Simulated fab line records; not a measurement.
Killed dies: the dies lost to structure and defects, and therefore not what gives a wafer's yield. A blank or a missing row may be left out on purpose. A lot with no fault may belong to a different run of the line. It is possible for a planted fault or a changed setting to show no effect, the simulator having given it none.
Matching of chambers | flow nand-harc | NHARC_A_STAIRCASE_DEP_325 on pecvd-04: 3 sister chambers
The step deposits SiO2, target thk 7200 nm. 16 wafers are shown with their chamber, then 8 later ones without.

== EACH WAFER AND ITS CHAMBER ==
wafer  | chamber | heater-power-w (W)
L075.2 | 1       | 744
L075.5 | 2       | 553
L075.6 | 0       | 602
L080.1 | 1       | 651
L080.3 | 2       | 582
L080.5 | 1       | 594
L083.2 | 1       | 706
L083.4 | 0       | 578
L083.5 | 2       | 511
L087.1 | 1       | 696
L087.4 | 2       | 511
L087.6 | 1       | 608
L088.1 | 2       | 592
L088.2 | 1       | 633
L088.5 | 0       | 583
L090.2 | 2       | 550

SIGNATURES (averages over the wafers above)
reading        | chamber 0 | chamber 1 | chamber 2 | scatter within a chamber
heater-power-w | 587.67    | 661.71    | 549.83    | 43.4
Rule: for a wafer and a chamber, the distance is found by dividing, reading by reading, the gap between the wafer's reading and the chamber's mean by the reading's scatter, squaring, summing and taking the root. If the next closest chamber is less than 2 further off than the closest, the wafer can't be placed; otherwise it belongs to the closest. The scatter: take each reading less its chamber's mean, square it, sum over the shown wafers, divide by the number of wafers less the number of chambers, and take the root.

== WAFERS MISSING THEIR CHAMBER ==
wafer  | heater-power-w (W)
L090.3 | 754
L090.6 | 611
L094.1 | 615
L094.3 | 667
L094.4 | 625
L097.1 | 708
L097.2 | 529
L097.5 | 607

== WHICH CHAMBER EACH ONE RAN IN ==
wafer  | from the rows above          | in truth
L090.3 | can't be placed: 1 or 0      | 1
L090.6 | can't be placed: 0 or 1 or 2 | 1
L094.1 | can't be placed: 0 or 1 or 2 | 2
L094.3 | can't be placed: 1 or 0      | 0
L094.4 | can't be placed: 1 or 0 or 2 | 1
L097.1 | can't be placed: 1 or 0      | 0
L097.2 | can't be placed: 2 or 0      | 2
L097.5 | can't be placed: 0 or 1 or 2 | 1
Correct placement for 0 of the 8. These rows do not allow placing 8 (true chamber among the candidates in 8). 0 placed wrongly.
